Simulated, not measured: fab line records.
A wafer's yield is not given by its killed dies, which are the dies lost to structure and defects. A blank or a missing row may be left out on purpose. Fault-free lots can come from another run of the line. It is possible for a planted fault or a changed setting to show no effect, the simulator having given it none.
Matching of chambers    flow nandHarc    NHARC_A_STAIRCASE_ETCHBACK_157 on rieDiel-02: 4 sister chambers
The step etches the open film in CH3F/O2, target depth 90 nm, time 167.14 s. 16 wafers are shown with their chamber, then 8 later ones without.

## WAFERS WITH THEIR CHAMBER
wafer   chamber  drypumpMotorCurrentA (A)  showerheadPlenumPTorr (Torr)  rfVppV (V)
L074.2  1        6.0                       2.32                          241.9
L074.3  3        6.1                       2.34                          242.4
L074.4  2        4.7                       2.40                          244.1
L075.2  2        4.7                       2.40                          243.5
L075.3  3        6.0                       2.34                          242.7
L075.5  1        6.0                       2.32                          241.8
L079.2  2        4.8                       2.40                          243.8
L079.4  3        6.0                       2.33                          243.0
L079.5  2        4.8                       2.40                          242.8
L081.4  2        4.8                       2.39                          243.2
L081.5  1        6.1                       2.31                          241.1
L081.6  2        4.8                       2.39                          242.6
L084.2  0        5.6                       2.27                          242.5
L084.3  3        6.0                       2.33                          242.3
L084.4  0        5.6                       2.27                          241.0
L089.1  3        6.1                       2.32                          243.3

SIGNATURES, as means of the wafers listed above
reading                chamber 0  chamber 1  chamber 2  chamber 3  scatter within a chamber
drypumpMotorCurrentA   5.600      6.033      4.767      6.040      0.0516
showerheadPlenumPTorr  2.2700     2.3167     2.3967     2.3320     0.00632
rfVppV                 241.750    241.600    243.333    242.740    0.568
Rule: a wafer lies at a distance from a chamber equal to the root of the sum of squares, over the readings, of (its reading less the chamber's mean, divided by the reading's scatter). The wafer belongs to the nearest chamber; if the next one is less than 2 further off, it can't be placed. The scatter: the root of (the sum of the squares of (reading less its chamber's mean) over the shown wafers, divided by (wafers less chambers)).

## WAFERS WITH NO CHAMBER GIVEN
wafer   drypumpMotorCurrentA (A)  showerheadPlenumPTorr (Torr)  rfVppV (V)
L089.2  5.6                       2.66                          247.2
L089.3  6.0                       2.30                          241.9
L093.1  6.1                       2.30                          242.5
L093.3  6.0                       2.32                          242.7
L093.5  6.0                       2.32                          244.0
L095.1  6.1                       2.30                          242.8
L095.3  6.0                       2.32                          242.1
L095.4  5.5                       2.65                          246.7

## WHICH CHAMBER EACH ONE RAN IN
wafer    from the rows above       in truth
L089.2   2                         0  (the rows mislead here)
L089.3   1                         1
L093.1   can't be placed: 1 or 3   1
L093.3   can't be placed: 3 or 1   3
L093.5   can't be placed: 3 or 1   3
L095.1   can't be placed: 1 or 3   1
L095.3   can't be placed: 1 or 3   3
L095.4   2                         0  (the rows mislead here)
Correct placement for 1 of the 8. Unplaceable from these rows: 5, with the true chamber sitting among the candidates in 5. Number placed wrongly: 2.
